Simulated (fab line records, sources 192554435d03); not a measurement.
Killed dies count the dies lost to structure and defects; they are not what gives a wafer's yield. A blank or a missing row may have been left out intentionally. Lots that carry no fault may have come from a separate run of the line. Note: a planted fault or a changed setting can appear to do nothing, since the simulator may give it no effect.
Lot-split experiment / flow n5-finfet / 21 wafers read across 7 lots, on a route 1938 steps long

== ABOUT THE SPLIT ==
At N5_WELL_APT_COAT_02 (resist thk 950 nm), the setting spin-rpm was moved away from the recipe's 1357 rpm on 3 of the 21 wafers read, by -11.0% to +5.7%. This setting was run at the recipe's value on the other wafers.

The reading is taken at the split's own step.

== THE READING ==
coat_of_WELL_APT_COAT_02.thk-nm (the simulator's own value, which no gauge read), in nm, at N5_WELL_APT_COAT_02 (resist thk 950 nm). The file gives no usual value for it. Here, 18 wafers ran the recipe; their average is 951.6 nm with a standard deviation of 2.3 nm.

wafer=L081.1; tool, chamber at the split=litho-track-05, 0; spin-rpm as run, rpm=1357; against the recipe=recipe; coat_of_WELL_APT_COAT_02.thk-nm, nm=946.9; against lot-mates on the recipe=-
wafer=L081.2; tool, chamber at the split=litho-track-05, 0; spin-rpm as run, rpm=1357; against the recipe=recipe; coat_of_WELL_APT_COAT_02.thk-nm, nm=950.4; against lot-mates on the recipe=-
wafer=L081.3; tool, chamber at the split=litho-track-05, 0; spin-rpm as run, rpm=1357; against the recipe=recipe; coat_of_WELL_APT_COAT_02.thk-nm, nm=952; against lot-mates on the recipe=-
wafer=L083.2; tool, chamber at the split=litho-track-05, 0; spin-rpm as run, rpm=1357; against the recipe=recipe; coat_of_WELL_APT_COAT_02.thk-nm, nm=948.3; against lot-mates on the recipe=-
wafer=L083.3; tool, chamber at the split=litho-track-05, 0; spin-rpm as run, rpm=1357; against the recipe=recipe; coat_of_WELL_APT_COAT_02.thk-nm, nm=952.2; against lot-mates on the recipe=-
wafer=L083.4; tool, chamber at the split=litho-track-05, 0; spin-rpm as run, rpm=1357; against the recipe=recipe; coat_of_WELL_APT_COAT_02.thk-nm, nm=950.9; against lot-mates on the recipe=-
wafer=L087.1; tool, chamber at the split=litho-track-01, 0; spin-rpm as run, rpm=1357; against the recipe=recipe; coat_of_WELL_APT_COAT_02.thk-nm, nm=955.4; against lot-mates on the recipe=-
wafer=L087.2; tool, chamber at the split=litho-track-01, 0; spin-rpm as run, rpm=1357; against the recipe=recipe; coat_of_WELL_APT_COAT_02.thk-nm, nm=955.5; against lot-mates on the recipe=-
wafer=L087.4; tool, chamber at the split=litho-track-01, 0; spin-rpm as run, rpm=1357; against the recipe=recipe; coat_of_WELL_APT_COAT_02.thk-nm, nm=952.6; against lot-mates on the recipe=-
wafer=L091.1; tool, chamber at the split=litho-track-01, 0; spin-rpm as run, rpm=1357; against the recipe=recipe; coat_of_WELL_APT_COAT_02.thk-nm, nm=953; against lot-mates on the recipe=-
wafer=L091.2; tool, chamber at the split=litho-track-01, 0; spin-rpm as run, rpm=1357; against the recipe=recipe; coat_of_WELL_APT_COAT_02.thk-nm, nm=952.7; against lot-mates on the recipe=-
wafer=L091.5; tool, chamber at the split=litho-track-01, 0; spin-rpm as run, rpm=1357; against the recipe=recipe; coat_of_WELL_APT_COAT_02.thk-nm, nm=953.8; against lot-mates on the recipe=-
wafer=L093.2; tool, chamber at the split=litho-track-05, 0; spin-rpm as run, rpm=1357; against the recipe=recipe; coat_of_WELL_APT_COAT_02.thk-nm, nm=950; against lot-mates on the recipe=-
wafer=L093.3; tool, chamber at the split=litho-track-05, 0; spin-rpm as run, rpm=1208; against the recipe=-11.0%; coat_of_WELL_APT_COAT_02.thk-nm, nm=1008; against lot-mates on the recipe=+57.5
wafer=L093.4; tool, chamber at the split=litho-track-05, 0; spin-rpm as run, rpm=1357; against the recipe=recipe; coat_of_WELL_APT_COAT_02.thk-nm, nm=951; against lot-mates on the recipe=-
wafer=L094.1; tool, chamber at the split=litho-track-05, 0; spin-rpm as run, rpm=1434; against the recipe=+5.7%; coat_of_WELL_APT_COAT_02.thk-nm, nm=926.9; against lot-mates on the recipe=-21.9
wafer=L094.2; tool, chamber at the split=litho-track-05, 0; spin-rpm as run, rpm=1357; against the recipe=recipe; coat_of_WELL_APT_COAT_02.thk-nm, nm=949.2; against lot-mates on the recipe=-
wafer=L094.4; tool, chamber at the split=litho-track-05, 0; spin-rpm as run, rpm=1357; against the recipe=recipe; coat_of_WELL_APT_COAT_02.thk-nm, nm=948.4; against lot-mates on the recipe=-
wafer=L096.1; tool, chamber at the split=litho-track-02, 0; spin-rpm as run, rpm=1296; against the recipe=-4.5%; coat_of_WELL_APT_COAT_02.thk-nm, nm=976.5; against lot-mates on the recipe=+23.7
wafer=L096.2; tool, chamber at the split=litho-track-02, 0; spin-rpm as run, rpm=1357; against the recipe=recipe; coat_of_WELL_APT_COAT_02.thk-nm, nm=952.5; against lot-mates on the recipe=-
wafer=L096.3; tool, chamber at the split=litho-track-02, 0; spin-rpm as run, rpm=1357; against the recipe=recipe; coat_of_WELL_APT_COAT_02.thk-nm, nm=953.1; against lot-mates on the recipe=-

THE FIT
A straight line over all 21 wafers: coat_of_WELL_APT_COAT_02.thk-nm changes by -5.02 nm for each +1% of spin-rpm; r = -0.99; the points scatter about the line by 2.5 nm.
The same after taking each lot's own level away (the mean of its wafers on the recipe; 21 wafers): -4.96 nm for each +1%; r = -0.99; scatter 2 nm.
That fit puts the effect of the largest move of spin-rpm on the reading at 54 nm.
From 948.80 to 954.50 nm: that is the span of the lots' own levels, equal to 2.5 times the standard deviation above.
Consequently the slope shifts little with the lot-to-lot level, the two slopes agreeing.
Check: +48.8 nm against its lot-mates is what the line predicts for one of the wafers moved furthest among these (-11.0%) when that wafer is left out of the fit. It came out at +57.5 nm against them.

== FILE'S OWN FIT ==
coat_of_WELL_APT_COAT_02.thk-nm changes by -4.97 nm for each +1% of spin-rpm, r = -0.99.
